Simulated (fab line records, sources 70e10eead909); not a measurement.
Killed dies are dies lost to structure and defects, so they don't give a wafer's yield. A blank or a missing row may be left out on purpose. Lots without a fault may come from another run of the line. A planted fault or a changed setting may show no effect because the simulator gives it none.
Which tool did it? | flow nand_harc | 6 lots, 18 wafers sampled, at 2 steps of a route of 1302

WHAT THE GAUGES READ, wafer by wafer
NHARC_THIN_TSV_CD_MEAS_16.
lot  | measured     | on        | cd_nm (nm)
L568 | day 24 05:41 | cd_sem-01 | 998.3 1001.3 999.3
L570 | day 24 21:16 | cd_sem-03 | 999.6 999.7 1000.3
L572 | day 26 10:28 | cd_sem-03 | 999.9 998.2 995.7
L575 | day 26 11:40 | cd_sem-03 | 998.7 1000.5 1000.8
L587 | day 32 05:04 | cd_sem-01 | 1000.0 1001.9 1004.5
L589 | day 33 18:05 | cd_sem-02 | 999.5 1002.9 1004.5

WHICH TOOL RAN EACH LOT (tool, then ch and the chambers of the sampled wafers, then the start)
lot  | NHARC_A_CHANNEL_FILL_D2_PRECLEAN_21
L568 | wet_bench-06 ch 0,5,6, day 14 22:59
L570 | wet_bench-06 ch 0,2,7, day 15 16:08
L572 | wet_bench-07 ch 1,2,3, day 16 17:58
L575 | wet_bench-06 ch 3,5,6, day 17 12:39
L587 | wet_bench-09 ch 1,3,6, day 22 23:16
L589 | wet_bench-09 ch 1,2,7, day 23 14:56
- NHARC_A_CHANNEL_FILL_D2_PRECLEAN_21: cleans in dHF, time 30 s.

THE ANSWER, worked out from the rows above alone
Rule: what is usual is taken from the lots themselves. Put in order of their means at a reading, lots are off if they are a third of the lots or fewer, leave a main group of 4 or more, and stand apart from it by a gap of 3 or more times the standard deviation of the main group's means; of several such gaps the widest counts. A main group whose means are all the same, to the digits that the tables above print for the reading, isn't used. A lot without any number at a reading at which 4 lots or more have one is off too. The other lots that the step has rows for count as sound.
No lot is off at any reading shown: from this, nothing can be told.

WHAT THE SIMULATOR HAD PUT IN
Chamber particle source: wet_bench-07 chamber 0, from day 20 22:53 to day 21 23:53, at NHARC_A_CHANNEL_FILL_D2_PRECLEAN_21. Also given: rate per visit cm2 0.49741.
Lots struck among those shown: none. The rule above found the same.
